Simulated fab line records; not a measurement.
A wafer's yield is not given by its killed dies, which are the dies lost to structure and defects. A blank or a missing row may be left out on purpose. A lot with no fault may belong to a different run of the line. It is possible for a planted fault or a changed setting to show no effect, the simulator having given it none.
A single fault, viewed from 2 desks || flow nand-harc || each desk has only its own numbers; what lay behind them comes last

== AT THE TOOL OWNER'S DESK: pvd-sputter-03 ==
The tool's own readings at NHARC_THIN_TSV_PVD_51 (deposits Cu, target thk 100 nm): means of the sampled wafers that have a number, for each lot that ran on this tool. Any lot whose mean is over 4 standard deviations away from the usual mean is out of limits and marked OUT; that distance is given in the brackets.
Columns: A = throttle-valve-pct at NHARC_THIN_TSV_PVD_51, usual 30.3 %
{"lot": "L993", "first seen here": "day 19 06:50", "A": 29.5}
{"lot": "L106", "first seen here": "day 22 18:43", "A": 31.0}
{"lot": "L103", "first seen here": "day 22 20:08", "A": 30.0}
{"lot": "L114", "first seen here": "day 24 05:17", "A": 28.9}
{"lot": "L115", "first seen here": "day 24 14:04", "A": 29.7}
Result from this desk: across the 5 lots, nothing is out of limits.

== AT THE METROLOGY DESK ==
What the gauges read for every lot (on any tool): the sampled wafers with a number, averaged. Any lot whose mean is over 4 standard deviations away from the usual mean is out of limits and marked OUT; that distance is given in the brackets.
Columns: A = cd-nm at NHARC_A_M1_CD_MEAS_16, usual 119.9 nm; B = overlay-x-nm at NHARC_A_BONDPAD_OVL_MEAS_35, usual 0 nm; C = overlay-y-nm at NHARC_A_BONDPAD_OVL_MEAS_35, usual 0 nm
{"lot": "L994", "first seen here": "day 18 01:42", "A": 118.9, "B": 3, "C": -7}
{"lot": "L993", "first seen here": "day 18 02:44", "A": 120.1, "B": 0, "C": -3}
{"lot": "L100", "first seen here": "day 19 07:58", "A": 120.6, "B": 4, "C": -13}
{"lot": "L999", "first seen here": "day 20 03:14", "A": 120.8, "B": 4, "C": 4}
{"lot": "L101", "first seen here": "day 20 07:27", "A": 119.5, "B": -1, "C": -2}
{"lot": "L998", "first seen here": "day 20 11:35", "A": 119.6, "B": -3, "C": 8}
{"lot": "L105", "first seen here": "day 20 21:32", "A": 119.7, "B": -6, "C": -9}
{"lot": "L107", "first seen here": "day 21 08:45", "A": 120.3, "B": -13, "C": -1}
{"lot": "L106", "first seen here": "day 21 20:10", "A": 120.5, "B": -7, "C": -2}
{"lot": "L103", "first seen here": "day 21 20:51", "A": 119.2, "B": 8, "C": -6}
{"lot": "L114", "first seen here": "day 23 04:34", "A": 120.2, "B": 4, "C": 5}
{"lot": "L115", "first seen here": "day 23 14:34", "A": 120.3, "B": 6, "C": -1}
Result from this desk: across the 12 lots, nothing is out of limits.

== BROUGHT TOGETHER ==
Nothing out of limits was seen by the tool owner's desk.
The metrology desk saw nothing out of limits.

== WHAT WAS PUT IN BY THE SIMULATOR ==
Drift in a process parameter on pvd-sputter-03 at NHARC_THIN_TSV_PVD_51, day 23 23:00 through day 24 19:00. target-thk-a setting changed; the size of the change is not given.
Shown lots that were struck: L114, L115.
